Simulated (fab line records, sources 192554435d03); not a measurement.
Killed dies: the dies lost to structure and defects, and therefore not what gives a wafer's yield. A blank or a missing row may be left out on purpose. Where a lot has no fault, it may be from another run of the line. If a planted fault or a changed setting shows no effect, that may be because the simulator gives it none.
Which of the tools did it? :: flow n5 finfet :: 24 lots with 72 wafers sampled at 5 steps, on a route of 1938 steps

## WHAT EACH GAUGE READ, for each wafer
N5_SDB_INSPECT_13: inspects for defects (brightfield).
lot: L074
measured: day 3 17:53
on: defect inspect-01
raw defect count: 207 173 179

lot: L075
measured: day 4 01:05
on: defect inspect-01
raw defect count: 69 76 67

lot: L076
measured: day 4 07:22
on: defect inspect-02
raw defect count: 104 82 50

lot: L077
measured: day 4 10:31
on: defect inspect-02
raw defect count: 42 38 69

lot: L078
measured: day 4 18:07
on: defect inspect-02
raw defect count: 37 93 58

lot: L079
measured: day 5 03:03
on: defect inspect-02
raw defect count: 78 63 69

lot: L080
measured: day 5 05:46
on: defect inspect-01
raw defect count: 45 63 94

lot: L081
measured: day 5 12:52
on: defect inspect-01
raw defect count: 55 80 61

lot: L082
measured: day 5 18:29
on: defect inspect-01
raw defect count: 100 108 88

lot: L083
measured: day 5 23:28
on: defect inspect-01
raw defect count: 85 57 85

lot: L084
measured: day 6 11:19
on: defect inspect-02
raw defect count: 77 73 78

lot: L085
measured: day 6 12:00
on: defect inspect-01
raw defect count: 69 94 66

lot: L086
measured: day 6 22:07
on: defect inspect-02
raw defect count: 88 104 100

lot: L087
measured: day 7 02:58
on: defect inspect-02
raw defect count: 39 33 49

lot: L088
measured: day 7 05:16
on: defect inspect-02
raw defect count: 76 41 63

lot: L089
measured: day 7 11:34
on: defect inspect-02
raw defect count: 64 58 40

lot: L090
measured: day 7 19:29
on: defect inspect-02
raw defect count: 78 72 72

lot: L091
measured: day 8 00:20
on: defect inspect-01
raw defect count: 137 142 105

lot: L092
measured: day 8 06:09
on: defect inspect-01
raw defect count: 190 114 90

lot: L093
measured: day 8 14:13
on: defect inspect-01
raw defect count: 233 326 214

lot: L094
measured: day 8 20:49
on: defect inspect-02
raw defect count: 84 114 127

lot: L095
measured: day 9 02:58
on: defect inspect-02
raw defect count: 141 130 76

lot: L096
measured: day 9 06:09
on: defect inspect-01
raw defect count: 95 124 114

lot: L097
measured: day 9 17:31
on: defect inspect-02
raw defect count: 86 96 71

## EACH LOT AND THE TOOL THAT RAN IT (in order: tool; ch and the chambers of the sampled wafers; start)
lot: L074
N5_SD_EPI_P_ETCH_47: rie diel-06 ch 2,3, day 3 06:47
N5_SD_EPI_P_ETCH_16: rie diel-06 ch 2,3, day 3 06:53
N5_SD_ACTIVATION_RTA_00: rtp anneal-02 ch 0, day 3 10:07
N5_SDB_HM_DEP_00: pecvd-03 ch 1,2, day 3 17:30

lot: L075
N5_SD_EPI_P_ETCH_47: rie diel-02 ch 1,3, day 3 13:43
N5_SD_EPI_P_ETCH_16: rie diel-02 ch 1,3, day 3 13:49
N5_SD_ACTIVATION_RTA_00: rtp anneal-02 ch 0, day 3 17:10
N5_SDB_HM_DEP_00: pecvd-04 ch 0,1, day 4 00:42

lot: L076
N5_SD_EPI_P_ETCH_47: rie diel-06 ch 0,1,3, day 3 19:22
N5_SD_EPI_P_ETCH_16: rie diel-06 ch 0,1,3, day 3 19:28
N5_SD_ACTIVATION_RTA_00: rtp anneal-02 ch 0, day 3 22:45
N5_SDB_HM_DEP_00: pecvd-02 ch 0,1,2, day 4 06:59

lot: L077
N5_SD_EPI_P_ETCH_47: rie diel-04 ch 0,1,3, day 3 23:35
N5_SD_EPI_P_ETCH_16: rie diel-04 ch 0,1,3, day 3 23:41
N5_SD_ACTIVATION_RTA_00: rtp anneal-01 ch 0, day 4 02:49
N5_SDB_HM_DEP_00: pecvd-04 ch 0,1,2, day 4 10:01

lot: L078
N5_SD_EPI_P_ETCH_47: rie diel-04 ch 0,3, day 4 06:55
N5_SD_EPI_P_ETCH_16: rie diel-04 ch 0,3, day 4 07:01
N5_SD_ACTIVATION_RTA_00: rtp anneal-01 ch 0, day 4 10:13
N5_SDB_HM_DEP_00: pecvd-02 ch 1,2, day 4 17:37

lot: L079
N5_SD_EPI_P_ETCH_47: rie diel-02 ch 1,3, day 4 15:21
N5_SD_EPI_P_ETCH_16: rie diel-02 ch 1,3, day 4 15:27
N5_SD_ACTIVATION_RTA_00: rtp anneal-01 ch 0, day 4 18:36
N5_SDB_HM_DEP_00: pecvd-02 ch 0,1, day 5 02:40

lot: L080
N5_SD_EPI_P_ETCH_47: rie diel-04 ch 0,3, day 4 18:44
N5_SD_EPI_P_ETCH_16: rie diel-04 ch 0,3, day 4 18:50
N5_SD_ACTIVATION_RTA_00: rtp anneal-02 ch 0, day 4 22:02
N5_SDB_HM_DEP_00: pecvd-04 ch 0,1,2, day 5 05:23

lot: L081
N5_SD_EPI_P_ETCH_47: rie diel-04 ch 0,1,2, day 5 01:09
N5_SD_EPI_P_ETCH_16: rie diel-04 ch 0,1,2, day 5 01:15
N5_SD_ACTIVATION_RTA_00: rtp anneal-02 ch 0, day 5 05:14
N5_SDB_HM_DEP_00: pecvd-03 ch 0,1, day 5 12:22

lot: L082
N5_SD_EPI_P_ETCH_47: rie diel-04 ch 1,2,3, day 5 07:43
N5_SD_EPI_P_ETCH_16: rie diel-04 ch 1,2,3, day 5 07:49
N5_SD_ACTIVATION_RTA_00: rtp anneal-02 ch 0, day 5 10:56
N5_SDB_HM_DEP_00: pecvd-03 ch 0,1, day 5 17:58

lot: L083
N5_SD_EPI_P_ETCH_47: rie diel-06 ch 1,2,3, day 5 12:17
N5_SD_EPI_P_ETCH_16: rie diel-06 ch 1,2,3, day 5 12:23
N5_SD_ACTIVATION_RTA_00: rtp anneal-02 ch 0, day 5 15:32
N5_SDB_HM_DEP_00: pecvd-04 ch 0,1, day 5 22:56

lot: L084
N5_SD_EPI_P_ETCH_47: rie diel-06 ch 2,3, day 5 23:38
N5_SD_EPI_P_ETCH_16: rie diel-06 ch 2,3, day 5 23:44
N5_SD_ACTIVATION_RTA_00: rtp anneal-01 ch 0, day 6 03:50
N5_SDB_HM_DEP_00: pecvd-03 ch 0,2, day 6 10:56

lot: L085
N5_SD_EPI_P_ETCH_47: rie diel-06 ch 0,3, day 6 00:20
N5_SD_EPI_P_ETCH_16: rie diel-06 ch 0,3, day 6 00:26
N5_SD_ACTIVATION_RTA_00: rtp anneal-02 ch 0, day 6 04:32
N5_SDB_HM_DEP_00: pecvd-02 ch 0,1,2, day 6 11:37

lot: L086
N5_SD_EPI_P_ETCH_47: rie diel-02 ch 0,1, day 6 09:58
N5_SD_EPI_P_ETCH_16: rie diel-02 ch 0,1, day 6 10:07
N5_SD_ACTIVATION_RTA_00: rtp anneal-02 ch 0, day 6 14:07
N5_SDB_HM_DEP_00: pecvd-02 ch 0,1,2, day 6 21:44

lot: L087
N5_SD_EPI_P_ETCH_47: rie diel-06 ch 1,2, day 6 15:49
N5_SD_EPI_P_ETCH_16: rie diel-06 ch 1,2, day 6 15:55
N5_SD_ACTIVATION_RTA_00: rtp anneal-01 ch 0, day 6 19:11
N5_SDB_HM_DEP_00: pecvd-03 ch 0,1,2, day 7 02:35

lot: L088
N5_SD_EPI_P_ETCH_47: rie diel-06 ch 0,1,2, day 6 18:26
N5_SD_EPI_P_ETCH_16: rie diel-06 ch 0,1,2, day 6 18:32
N5_SD_ACTIVATION_RTA_00: rtp anneal-02 ch 0, day 6 21:46
N5_SDB_HM_DEP_00: pecvd-02 ch 0,1,2, day 7 04:46

lot: L089
N5_SD_EPI_P_ETCH_47: rie diel-02 ch 2,3, day 6 23:47
N5_SD_EPI_P_ETCH_16: rie diel-02 ch 2,3, day 6 23:53
N5_SD_ACTIVATION_RTA_00: rtp anneal-02 ch 0, day 7 04:01
N5_SDB_HM_DEP_00: pecvd-02 ch 0,1,2, day 7 11:11

lot: L090
N5_SD_EPI_P_ETCH_47: rie diel-06 ch 0,2,3, day 7 07:40
N5_SD_EPI_P_ETCH_16: rie diel-06 ch 0,2,3, day 7 07:46
N5_SD_ACTIVATION_RTA_00: rtp anneal-02 ch 0, day 7 11:56
N5_SDB_HM_DEP_00: pecvd-04 ch 0,1, day 7 19:06

lot: L091
N5_SD_EPI_P_ETCH_47: rie diel-04 ch 2,3, day 7 13:16
N5_SD_EPI_P_ETCH_16: rie diel-04 ch 2,3, day 7 13:22
N5_SD_ACTIVATION_RTA_00: rtp anneal-01 ch 0, day 7 16:31
N5_SDB_HM_DEP_00: pecvd-02 ch 0,1, day 7 23:49

lot: L092
N5_SD_EPI_P_ETCH_47: rie diel-04 ch 0,2,3, day 7 18:47
N5_SD_EPI_P_ETCH_16: rie diel-04 ch 0,2,3, day 7 18:53
N5_SD_ACTIVATION_RTA_00: rtp anneal-02 ch 0, day 7 22:03
N5_SDB_HM_DEP_00: pecvd-04 ch 1,2, day 8 05:46

lot: L093
N5_SD_EPI_P_ETCH_47: rie diel-02 ch 0,1,2, day 8 03:34
N5_SD_EPI_P_ETCH_16: rie diel-02 ch 0,1,2, day 8 03:40
N5_SD_ACTIVATION_RTA_00: rtp anneal-01 ch 0, day 8 06:51
N5_SDB_HM_DEP_00: pecvd-02 ch 0,1,2, day 8 13:50

lot: L094
N5_SD_EPI_P_ETCH_47: rie diel-04 ch 0,2, day 8 07:38
N5_SD_EPI_P_ETCH_16: rie diel-04 ch 0,2, day 8 07:44
N5_SD_ACTIVATION_RTA_00: rtp anneal-02 ch 0, day 8 10:56
N5_SDB_HM_DEP_00: pecvd-03 ch 0,1, day 8 20:19

lot: L095
N5_SD_EPI_P_ETCH_47: rie diel-02 ch 0,3, day 8 16:02
N5_SD_EPI_P_ETCH_16: rie diel-02 ch 0,3, day 8 16:08
N5_SD_ACTIVATION_RTA_00: rtp anneal-02 ch 0, day 8 19:16
N5_SDB_HM_DEP_00: pecvd-02 ch 0,2, day 9 02:28

lot: L096
N5_SD_EPI_P_ETCH_47: rie diel-04 ch 1,2,3, day 8 19:32
N5_SD_EPI_P_ETCH_16: rie diel-04 ch 1,2,3, day 8 19:38
N5_SD_ACTIVATION_RTA_00: rtp anneal-02 ch 0, day 8 22:47
N5_SDB_HM_DEP_00: pecvd-03 ch 0,1,2, day 9 05:46

lot: L097
N5_SD_EPI_P_ETCH_47: rie diel-02 ch 1,3, day 9 04:40
N5_SD_EPI_P_ETCH_16: rie diel-02 ch 1,3, day 9 04:46
N5_SD_ACTIVATION_RTA_00: rtp anneal-02 ch 0, day 9 09:50
N5_SDB_HM_DEP_00: pecvd-02 ch 0,1,2, day 9 17:01
- N5_SD_EPI_P_ETCH_47: etches SiOCN in CH3F/O2, target depth 25 nm.
- N5_SD_EPI_P_ETCH_16: etches SiO2 in CHF3/O2, target depth 5 nm.
- N5_SD_ACTIVATION_RTA_00: time 0 s.
- N5_SDB_HM_DEP_00: deposits SiNx from SiH4/NH3/N2, target thk 40 nm, time 35.3 s.

## AS READ BY THE TOOLS THEMSELVES (means over the sampled wafers that have a number; for cases with no such wafer, the mark the record gives instead)
N5_SD_EPI_P_ETCH_47.
lot: L074
tool: rie diel-06
CH3F_flow_sccm (sccm): 30.11
drypump motor current A (A): 5.8
oes_f_703_au (a.u.): 0.84
oes product au (a.u.): 0.86
rf vpp V (V): 132
showerhead plenum p Torr (Torr): 2.04
throttle valve pct (%): 16.08

lot: L075
tool: rie diel-02
CH3F_flow_sccm (sccm): 30.06
drypump motor current A (A): 5.8
oes_f_703_au (a.u.): 0.87
oes product au (a.u.): 0.88
rf vpp V (V): 130
showerhead plenum p Torr (Torr): 2.07
throttle valve pct (%): 16.33

lot: L076
tool: rie diel-06
CH3F_flow_sccm (sccm): 29.95
drypump motor current A (A): 5.4
oes_f_703_au (a.u.): 0.86
oes product au (a.u.): 0.87
rf vpp V (V): 130
showerhead plenum p Torr (Torr): 2.07
throttle valve pct (%): 16.26

lot: L077
tool: rie diel-04
CH3F_flow_sccm (sccm): 30.01
drypump motor current A (A): 5.3
oes_f_703_au (a.u.): 0.77
oes product au (a.u.): 0.79
rf vpp V (V): 131
showerhead plenum p Torr (Torr): 2.02
throttle valve pct (%): 16.37

lot: L078
tool: rie diel-04
CH3F_flow_sccm (sccm): 29.93
drypump motor current A (A): 5.5
oes_f_703_au (a.u.): 0.80
oes product au (a.u.): 0.79
rf vpp V (V): 129
showerhead plenum p Torr (Torr): 2.05
throttle valve pct (%): 16.33

lot: L079
tool: rie diel-02
CH3F_flow_sccm (sccm): 29.88
drypump motor current A (A): 5.8
oes_f_703_au (a.u.): 0.77
oes product au (a.u.): 0.80
rf vpp V (V): 133
showerhead plenum p Torr (Torr): 2.03
throttle valve pct (%): 16.36

lot: L080
tool: rie diel-04
CH3F_flow_sccm (sccm): 29.97
drypump motor current A (A): 5.5
oes_f_703_au (a.u.): 0.79
oes product au (a.u.): 0.79
rf vpp V (V): 127
showerhead plenum p Torr (Torr): 2.05
throttle valve pct (%): 16.35

lot: L081
tool: rie diel-04
CH3F_flow_sccm (sccm): 30.02
drypump motor current A (A): 5.4
oes_f_703_au (a.u.): 0.76
oes product au (a.u.): 0.78
rf vpp V (V): 130
showerhead plenum p Torr (Torr): 1.96
throttle valve pct (%): 16.34

lot: L082
tool: rie diel-04
CH3F_flow_sccm (sccm): 29.95
drypump motor current A (A): 5.4
oes_f_703_au (a.u.): 0.73
oes product au (a.u.): 0.73
rf vpp V (V): 129
showerhead plenum p Torr (Torr): 1.99
throttle valve pct (%): 16.40

lot: L083
tool: rie diel-06
CH3F_flow_sccm (sccm): 30.02
drypump motor current A (A): 5.6
oes_f_703_au (a.u.): 0.85
oes product au (a.u.): 0.85
rf vpp V (V): 130
showerhead plenum p Torr (Torr): 2.03
throttle valve pct (%): 16.23

lot: L084
tool: rie diel-06
CH3F_flow_sccm (sccm): 30.06
drypump motor current A (A): 5.8
oes_f_703_au (a.u.): 0.82
oes product au (a.u.): 0.82
rf vpp V (V): 131
showerhead plenum p Torr (Torr): 2.04
throttle valve pct (%): 16.13

lot: L085
tool: rie diel-06
CH3F_flow_sccm (sccm): 30.04
drypump motor current A (A): 5.5
oes_f_703_au (a.u.): 0.79
oes product au (a.u.): 0.81
rf vpp V (V): 130
showerhead plenum p Torr (Torr): 2.11
throttle valve pct (%): 16.26

lot: L086
tool: rie diel-02
CH3F_flow_sccm (sccm): 30.05
drypump motor current A (A): 5.2
oes_f_703_au (a.u.): 0.69
oes product au (a.u.): 0.71
rf vpp V (V): 131
showerhead plenum p Torr (Torr): 1.99
throttle valve pct (%): 16.62

lot: L087
tool: rie diel-06
CH3F_flow_sccm (sccm): 29.99
drypump motor current A (A): 5.9
oes_f_703_au (a.u.): 0.81
oes product au (a.u.): 0.82
rf vpp V (V): 129
showerhead plenum p Torr (Torr): 1.98
throttle valve pct (%): 16.29

lot: L088
tool: rie diel-06
CH3F_flow_sccm (sccm): 29.95
drypump motor current A (A): 5.7
oes_f_703_au (a.u.): 0.80
oes product au (a.u.): 0.81
rf vpp V (V): 128
showerhead plenum p Torr (Torr): 2.02
throttle valve pct (%): 16.36

lot: L089
tool: rie diel-02
CH3F_flow_sccm (sccm): 30.00
drypump motor current A (A): 5.8
oes_f_703_au (a.u.): 0.99
oes product au (a.u.): 0.96
rf vpp V (V): 127
showerhead plenum p Torr (Torr): 2.02
throttle valve pct (%): 16.08

lot: L090
tool: rie diel-06
CH3F_flow_sccm (sccm): 30.02
drypump motor current A (A): 5.6
oes_f_703_au (a.u.): 0.79
oes product au (a.u.): 0.80
rf vpp V (V): 130
showerhead plenum p Torr (Torr): 2.07
throttle valve pct (%): 16.21

lot: L091
tool: rie diel-04
CH3F_flow_sccm (sccm): 30.09
drypump motor current A (A): 5.6
oes_f_703_au (a.u.): 0.74
oes product au (a.u.): 0.72
rf vpp V (V): 125
showerhead plenum p Torr (Torr): 1.97
throttle valve pct (%): 16.34

lot: L092
tool: rie diel-04
CH3F_flow_sccm (sccm): 29.99
drypump motor current A (A): 5.6
oes_f_703_au (a.u.): 0.77
oes product au (a.u.): 0.78
rf vpp V (V): 127
showerhead plenum p Torr (Torr): 1.99
throttle valve pct (%): 16.32

lot: L093
tool: rie diel-02
CH3F_flow_sccm (sccm): 30.02
drypump motor current A (A): 5.5
oes_f_703_au (a.u.): 0.79
oes product au (a.u.): 0.78
rf vpp V (V): 130
showerhead plenum p Torr (Torr): 1.99
throttle valve pct (%): 16.39

lot: L094
tool: rie diel-04
CH3F_flow_sccm (sccm): 29.95
drypump motor current A (A): 5.6
oes_f_703_au (a.u.): 0.79
oes product au (a.u.): 0.82
rf vpp V (V): 129
showerhead plenum p Torr (Torr): 1.95
throttle valve pct (%): 16.26

lot: L095
tool: rie diel-02
CH3F_flow_sccm (sccm): 30.03
drypump motor current A (A): 5.1
oes_f_703_au (a.u.): 0.76
oes product au (a.u.): 0.76
rf vpp V (V): 129
showerhead plenum p Torr (Torr): 2.03
throttle valve pct (%): 16.62

lot: L096
tool: rie diel-04
CH3F_flow_sccm (sccm): 29.98
drypump motor current A (A): 5.4
oes_f_703_au (a.u.): 0.71
oes product au (a.u.): 0.70
rf vpp V (V): 128
showerhead plenum p Torr (Torr): 1.98
throttle valve pct (%): 16.45

lot: L097
tool: rie diel-02
CH3F_flow_sccm (sccm): 29.99
drypump motor current A (A): 5.8
oes_f_703_au (a.u.): 0.81
oes product au (a.u.): 0.82
rf vpp V (V): 130
showerhead plenum p Torr (Torr): 2.06
throttle valve pct (%): 16.39

N5_SD_EPI_P_ETCH_16.
lot: L074
tool: rie diel-06
drypump motor current A (A): 5.8
oes_f_703_au (a.u.): 0.85
oes product au (a.u.): 0.86
rf vpp V (V): 540
showerhead plenum p Torr (Torr): 2.46
throttle valve pct (%): 18.65

lot: L075
tool: rie diel-02
drypump motor current A (A): 5.8
oes_f_703_au (a.u.): 0.88
oes product au (a.u.): 0.87
rf vpp V (V): 537
showerhead plenum p Torr (Torr): 2.49
throttle valve pct (%): 18.90

lot: L076
tool: rie diel-06
drypump motor current A (A): 5.4
oes_f_703_au (a.u.): 0.86
oes product au (a.u.): 0.86
rf vpp V (V): 534
showerhead plenum p Torr (Torr): 2.49
throttle valve pct (%): 18.88

lot: L077
tool: rie diel-04
drypump motor current A (A): 5.4
oes_f_703_au (a.u.): 0.77
oes product au (a.u.): 0.79
rf vpp V (V): 538
showerhead plenum p Torr (Torr): 2.43
throttle valve pct (%): 18.95

lot: L078
tool: rie diel-04
drypump motor current A (A): 5.5
oes_f_703_au (a.u.): 0.80
oes product au (a.u.): 0.80
rf vpp V (V): 525
showerhead plenum p Torr (Torr): 2.47
throttle valve pct (%): 18.93

lot: L079
tool: rie diel-02
drypump motor current A (A): 5.9
oes_f_703_au (a.u.): 0.79
oes product au (a.u.): 0.80
rf vpp V (V): 549
showerhead plenum p Torr (Torr): 2.44
throttle valve pct (%): 18.92

lot: L080
tool: rie diel-04
drypump motor current A (A): 5.5
oes_f_703_au (a.u.): 0.79
oes product au (a.u.): 0.79
rf vpp V (V): 525
showerhead plenum p Torr (Torr): 2.47
throttle valve pct (%): 18.94

lot: L081
tool: rie diel-04
drypump motor current A (A): 5.4
oes_f_703_au (a.u.): 0.77
oes product au (a.u.): 0.78
rf vpp V (V): 537
showerhead plenum p Torr (Torr): 2.36
throttle valve pct (%): 18.89

lot: L082
tool: rie diel-04
drypump motor current A (A): 5.4
oes_f_703_au (a.u.): 0.73
oes product au (a.u.): 0.73
rf vpp V (V): 529
showerhead plenum p Torr (Torr): 2.40
throttle valve pct (%): 18.97

lot: L083
tool: rie diel-06
drypump motor current A (A): 5.6
oes_f_703_au (a.u.): 0.85
oes product au (a.u.): 0.85
rf vpp V (V): 538
showerhead plenum p Torr (Torr): 2.44
throttle valve pct (%): 18.81

lot: L084
tool: rie diel-06
drypump motor current A (A): 5.8
oes_f_703_au (a.u.): 0.82
oes product au (a.u.): 0.83
rf vpp V (V): 539
showerhead plenum p Torr (Torr): 2.45
throttle valve pct (%): 18.69

lot: L085
tool: rie diel-06
drypump motor current A (A): 5.5
oes_f_703_au (a.u.): 0.79
oes product au (a.u.): 0.80
rf vpp V (V): 530
showerhead plenum p Torr (Torr): 2.53
throttle valve pct (%): 18.87

lot: L086
tool: rie diel-02
drypump motor current A (A): 5.2
oes_f_703_au (a.u.): 0.70
oes product au (a.u.): 0.71
rf vpp V (V): 544
showerhead plenum p Torr (Torr): 2.40
throttle valve pct (%): 19.20

lot: L087
tool: rie diel-06
drypump motor current A (A): 5.9
oes_f_703_au (a.u.): 0.82
oes product au (a.u.): 0.82
rf vpp V (V): 530
showerhead plenum p Torr (Torr): 2.38
throttle valve pct (%): 18.84

lot: L088
tool: rie diel-06
drypump motor current A (A): 5.7
oes_f_703_au (a.u.): 0.81
oes product au (a.u.): 0.81
rf vpp V (V): 525
showerhead plenum p Torr (Torr): 2.42
throttle valve pct (%): 18.94

lot: L089
tool: rie diel-02
drypump motor current A (A): 5.8
oes_f_703_au (a.u.): 0.99
oes product au (a.u.): 0.97
rf vpp V (V): 520
showerhead plenum p Torr (Torr): 2.43
throttle valve pct (%): 18.72

lot: L090
tool: rie diel-06
drypump motor current A (A): 5.6
oes_f_703_au (a.u.): 0.79
oes product au (a.u.): 0.80
rf vpp V (V): 535
showerhead plenum p Torr (Torr): 2.49
throttle valve pct (%): 18.80

lot: L091
tool: rie diel-04
drypump motor current A (A): 5.6
oes_f_703_au (a.u.): 0.75
oes product au (a.u.): 0.72
rf vpp V (V): 515
showerhead plenum p Torr (Torr): 2.37
throttle valve pct (%): 18.87

lot: L092
tool: rie diel-04
drypump motor current A (A): 5.6
oes_f_703_au (a.u.): 0.77
oes product au (a.u.): 0.78
rf vpp V (V): 525
showerhead plenum p Torr (Torr): 2.39
throttle valve pct (%): 18.89

lot: L093
tool: rie diel-02
drypump motor current A (A): 5.5
oes_f_703_au (a.u.): 0.79
oes product au (a.u.): 0.79
rf vpp V (V): 538
showerhead plenum p Torr (Torr): 2.39
throttle valve pct (%): 18.98

lot: L094
tool: rie diel-04
drypump motor current A (A): 5.7
oes_f_703_au (a.u.): 0.80
oes product au (a.u.): 0.82
rf vpp V (V): 532
showerhead plenum p Torr (Torr): 2.35
throttle valve pct (%): 18.81

lot: L095
tool: rie diel-02
drypump motor current A (A): 5.1
oes_f_703_au (a.u.): 0.76
oes product au (a.u.): 0.76
rf vpp V (V): 532
showerhead plenum p Torr (Torr): 2.45
throttle valve pct (%): 19.22

lot: L096
tool: rie diel-04
drypump motor current A (A): 5.4
oes_f_703_au (a.u.): 0.71
oes product au (a.u.): 0.71
rf vpp V (V): 528
showerhead plenum p Torr (Torr): 2.39
throttle valve pct (%): 19.00

lot: L097
tool: rie diel-02
drypump motor current A (A): 5.8
oes_f_703_au (a.u.): 0.82
oes product au (a.u.): 0.82
rf vpp V (V): 535
showerhead plenum p Torr (Torr): 2.47
throttle valve pct (%): 18.96

N5_SD_ACTIVATION_RTA_00.
lot: L074
tool: rtp anneal-02
lamp power pct (%): 8.98
lamp_zone_6_pct (%): 8.882
wafer_temp_C_max: 975.2

lot: L075
tool: rtp anneal-02
lamp power pct (%): 8.99
lamp_zone_6_pct (%): 8.887
wafer_temp_C_max: 976.3

lot: L076
tool: rtp anneal-02
lamp power pct (%): 8.96
lamp_zone_6_pct (%): 8.866
wafer_temp_C_max: 976.4

lot: L077
tool: rtp anneal-01
lamp power pct (%): 9.01
lamp_zone_6_pct (%): 8.862
wafer_temp_C_max: 975.6

lot: L078
tool: rtp anneal-01
lamp power pct (%): 8.96
lamp_zone_6_pct (%): 8.857
wafer_temp_C_max: 973.3

lot: L079
tool: rtp anneal-01
lamp power pct (%): 8.99
lamp_zone_6_pct (%): 8.856
wafer_temp_C_max: 974.6

lot: L080
tool: rtp anneal-02
lamp power pct (%): 9.00
lamp_zone_6_pct (%): 8.854
wafer_temp_C_max: 975.4

lot: L081
tool: rtp anneal-02
lamp power pct (%): 9.00
lamp_zone_6_pct (%): 8.895
wafer_temp_C_max: 975.3

lot: L082
tool: rtp anneal-02
lamp power pct (%): 8.94
lamp_zone_6_pct (%): 8.879
wafer_temp_C_max: 974.9

lot: L083
tool: rtp anneal-02
lamp power pct (%): 9.01
lamp_zone_6_pct (%): 8.872
wafer_temp_C_max: 976.0

lot: L084
tool: rtp anneal-01
lamp power pct (%): 8.94
lamp_zone_6_pct (%): 8.886
wafer_temp_C_max: 973.8

lot: L085
tool: rtp anneal-02
lamp power pct (%): 8.90
lamp_zone_6_pct (%): 8.871
wafer_temp_C_max: 974.0

lot: L086
tool: rtp anneal-02
lamp power pct (%): 8.91
lamp_zone_6_pct (%): 8.856
wafer_temp_C_max: 975.6

lot: L087
tool: rtp anneal-01
lamp power pct (%): 9.02
lamp_zone_6_pct (%): 8.886
wafer_temp_C_max: 977.6

lot: L088
tool: rtp anneal-02
lamp power pct (%): 8.94
lamp_zone_6_pct (%): 8.872
wafer_temp_C_max: 977.6

lot: L089
tool: rtp anneal-02
lamp power pct (%): 8.96
lamp_zone_6_pct (%): 8.891
wafer_temp_C_max: 974.1

lot: L090
tool: rtp anneal-02
lamp power pct (%): 8.95
lamp_zone_6_pct (%): 8.868
wafer_temp_C_max: 975.5

lot: L091
tool: rtp anneal-01
lamp power pct (%): 8.98
lamp_zone_6_pct (%): 8.898
wafer_temp_C_max: 975.8

lot: L092
tool: rtp anneal-02
lamp power pct (%): 8.96
lamp_zone_6_pct (%): 8.889
wafer_temp_C_max: 974.7

lot: L093
tool: rtp anneal-01
lamp power pct (%): 8.95
lamp_zone_6_pct (%): 8.896
wafer_temp_C_max: 975.9

lot: L094
tool: rtp anneal-02
lamp power pct (%): 8.95
lamp_zone_6_pct (%): 8.911
wafer_temp_C_max: 974.0

lot: L095
tool: rtp anneal-02
lamp power pct (%): 8.99
lamp_zone_6_pct (%): 8.889
wafer_temp_C_max: 975.5

lot: L096
tool: rtp anneal-02
lamp power pct (%): 8.98
lamp_zone_6_pct (%): 8.891
wafer_temp_C_max: 974.2

lot: L097
tool: rtp anneal-02
lamp power pct (%): 8.94
lamp_zone_6_pct (%): 8.885
wafer_temp_C_max: 974.9

N5_SDB_HM_DEP_00.
lot: L074
tool: pecvd-03
heater power w (W): 771
showerhead plenum p Torr (Torr): 5.19
throttle valve pct (%): 39.9

lot: L075
tool: pecvd-04
heater power w (W): 687
showerhead plenum p Torr (Torr): 5.09
throttle valve pct (%): 41.7

lot: L076
tool: pecvd-02
heater power w (W): 771
showerhead plenum p Torr (Torr): 5.12
throttle valve pct (%): 40.5

lot: L077
tool: pecvd-04
heater power w (W): 656
showerhead plenum p Torr (Torr): 5.11
throttle valve pct (%): 41.8

lot: L078
tool: pecvd-02
heater power w (W): 770
showerhead plenum p Torr (Torr): 5.10
throttle valve pct (%): 40.5

lot: L079
tool: pecvd-02
heater power w (W): 765
showerhead plenum p Torr (Torr): 5.08
throttle valve pct (%): 42.3

lot: L080
tool: pecvd-04
heater power w (W): 658
showerhead plenum p Torr (Torr): 5.11
throttle valve pct (%): 41.6

lot: L081
tool: pecvd-03
heater power w (W): 988
showerhead plenum p Torr (Torr): 5.16
throttle valve pct (%): 41.0

lot: L082
tool: pecvd-03
heater power w (W): 849
showerhead plenum p Torr (Torr): 5.19
throttle valve pct (%): 40.8

lot: L083
tool: pecvd-04
heater power w (W): 652
showerhead plenum p Torr (Torr): 5.08
throttle valve pct (%): 41.9

lot: L084
tool: pecvd-03
heater power w (W): 976
showerhead plenum p Torr (Torr): 5.12
throttle valve pct (%): 40.6

lot: L085
tool: pecvd-02
heater power w (W): 792
showerhead plenum p Torr (Torr): 5.12
throttle valve pct (%): 40.5

lot: L086
tool: pecvd-02
heater power w (W): 718
showerhead plenum p Torr (Torr): 5.12
throttle valve pct (%): 40.6

lot: L087
tool: pecvd-03
heater power w (W): 872
showerhead plenum p Torr (Torr): 5.15
throttle valve pct (%): 40.3

lot: L088
tool: pecvd-02
heater power w (W): 749
showerhead plenum p Torr (Torr): 5.11
throttle valve pct (%): 40.7

lot: L089
tool: pecvd-02
heater power w (W): 774
showerhead plenum p Torr (Torr): 5.11
throttle valve pct (%): 40.7

lot: L090
tool: pecvd-04
heater power w (W): 674
showerhead plenum p Torr (Torr): 5.09
throttle valve pct (%): 42.3

lot: L091
tool: pecvd-02
heater power w (W): 786
showerhead plenum p Torr (Torr): 5.10
throttle valve pct (%): 42.3

lot: L092
tool: pecvd-04
heater power w (W): 696
showerhead plenum p Torr (Torr): 5.14
throttle valve pct (%): 41.3

lot: L093
tool: pecvd-02
heater power w (W): 751
showerhead plenum p Torr (Torr): 5.12
throttle valve pct (%): 40.7

lot: L094
tool: pecvd-03
heater power w (W): 1035
showerhead plenum p Torr (Torr): 5.17
throttle valve pct (%): 41.0

lot: L095
tool: pecvd-02
heater power w (W): 712
showerhead plenum p Torr (Torr): 5.14
throttle valve pct (%): 39.2

lot: L096
tool: pecvd-03
heater power w (W): 862
showerhead plenum p Torr (Torr): 5.16
throttle valve pct (%): 40.6

lot: L097
tool: pecvd-02
heater power w (W): 784
showerhead plenum p Torr (Torr): 5.11
throttle valve pct (%): 40.8

## THE ANSWER, worked out from the rows above alone
Rule: what is usual is taken from the lots themselves. Put in order of their means at a reading, lots are off if they are a third of the lots or fewer, leave a main group of 4 or more, and stand apart from it by a gap of 3 or more times the standard deviation of the main group's means; of several such gaps the widest counts. A main group whose means are all the same, to the digits that the tables above print for the reading, isn't used. A lot without any number at a reading at which 4 lots or more have one is off too. The other lots that the step has rows for count as sound. After the gauges, taken in route order, come the tools' own readings; for these a lot's mean is taken, as printed above. The first step at which some lot is off is used, and at that step the reading that is off furthest; a lot without a number counts as furthest.
Across all readings shown, no lot is off: no conclusion can be drawn from this.

## WHAT THE SIMULATOR HAD INSERTED
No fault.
